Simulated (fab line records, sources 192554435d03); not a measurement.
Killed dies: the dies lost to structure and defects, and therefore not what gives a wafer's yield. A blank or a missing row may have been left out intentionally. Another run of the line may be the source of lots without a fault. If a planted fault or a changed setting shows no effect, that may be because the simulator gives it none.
Split-lot study    flow n5Finfet    route with 1938 steps; 7 lots, 21 wafers read

ABOUT THE SPLIT
At N5_BEOL_M11_ILD_DEP_00 (deposits SiCOH lowk from DEMS/porogen, target thk 308.51 nm, time 58 s), the setting tempC was moved away from the recipe's 300 C on 7 of the 21 wafers read, by -1.2% to +1.9%. All remaining wafers had this setting at the recipe value.

BETWEEN THE SPLIT AND THE READING: the file shows 1 step in between
- N5_BEOL_M11_CURE_71: cures SiCOH lowk, time 240 s

THE READING
M11_ILD_THK in nanometres, read at N5_BEOL_M11_THK_MEAS_01. On this fab line, fault-free wafers typically give 269 nm with a standard deviation of 3.3 nm.

wafer   tool, chamber at the split  tempC as run, C  against the recipe  M11_ILD_THK, nm  against lot-mates on the recipe
L074.4  pecvd-03, 0                 300              recipe              272              -
L074.5  pecvd-03, 2                 302.9            +1.0%               265              -6
L074.6  pecvd-03, 1                 300              recipe              270              -
L075.3  pecvd-03, 0                 302.1            +0.7%               263              -4
L075.5  pecvd-03, 0                 302.1            +0.7%               265              -2
L075.6  pecvd-03, 2                 300              recipe              267              -
L083.1  pecvd-03, 0                 305.7            +1.9%               258              -11
L083.2  pecvd-03, 2                 300              recipe              268              -
L083.5  pecvd-03, 1                 300              recipe              270              -
L082.2  pecvd-04, 1                 300              recipe              265              -
L082.3  pecvd-04, 2                 300              recipe              265              -
L082.5  pecvd-04, 1                 300              recipe              267              -
L084.1  pecvd-04, 0                 296.4            -1.2%               272              +4
L084.3  pecvd-04, 1                 300              recipe              265              -
L084.4  pecvd-04, 1                 300              recipe              270              -
L092.2  pecvd-03, 0                 302.5            +0.8%               267              -5
L092.3  pecvd-03, 2                 302.5            +0.8%               266              -6
L092.5  pecvd-03, 0                 300              recipe              272              -
L085.3  pecvd-03, 1                 300              recipe              269              -
L085.4  pecvd-03, 1                 300              recipe              271              -
L085.6  pecvd-03, 2                 300              recipe              273              -

THE FIT
A straight line over all 21 wafers: M11_ILD_THK changes by -4.53 nm for each +1% of tempC; r = -0.75; the points scatter about the line by 2.5 nm.
The same after taking each lot's own level away (the mean of its wafers on the recipe; 21 wafers): -5.33 nm for each +1%; r = -0.92; scatter 1.4 nm.
According to that fit, moving tempC by its largest amount changes the reading by 10 nm.
Across the lots, their own levels run from 265.7 to 272.0 nm, a range of 1.9 times the standard deviation given above.
So the lot-to-lot level blurs the effect unless lot-mates are compared.
Check: with one of the wafers moved furthest among these (+1.9%) left out of the fit, the line predicts -9.81 nm for it against its lot-mates. Against them it came out at -11 nm.

OTHER SPLITS ON THESE WAFERS
Other splits were also applied to these wafers ahead of the reading. Each is held against what the fit with the lots' levels taken away leaves over:
other split on the same wafers  wafers away from the commonest value  r with M11_ILD_THK (lot level and that fit taken away)
N5_BEOL_M9_COAT_05 spinRpm      6                                     -0.27
N5_BEOL_M10_PEB_26 pebTimeS     7                                     -0.02
N5_BEOL_M10_VIA_ETCH_34 timeS   8                                     +0.04

THE WHOLE CHAIN: every reading that the file lists as answering this split, in the file's order
step                     what it does                                                            reading                                                                                   change (the file's fit)               r (the file's)
N5_BEOL_M11_ILD_DEP_00   deposits SiCOH lowk from DEMS/porogen, target thk 308.51 nm, time 58 s  SiCOH_lowk_of_BEOL_M11_ILD_DEP_00.thkNm (the simulator's own value, which no gauge read)  -6.13 nm for each +1% of the setting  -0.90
N5_BEOL_M11_CURE_71      cures SiCOH lowk, time 240 s                                            SiCOH_lowk_of_BEOL_M11_ILD_DEP_00.thkNm (the simulator's own value, which no gauge read)  -5.44 nm for each +1% of the setting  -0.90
N5_BEOL_M11_THK_MEAS_01                                                                          M11_ILD_THK                                                                               -5.39 for each +1% of the setting     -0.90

THE FILE'S OWN FIT
M11_ILD_THK changes by -5.39 nm for each +1% of tempC, r = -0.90.
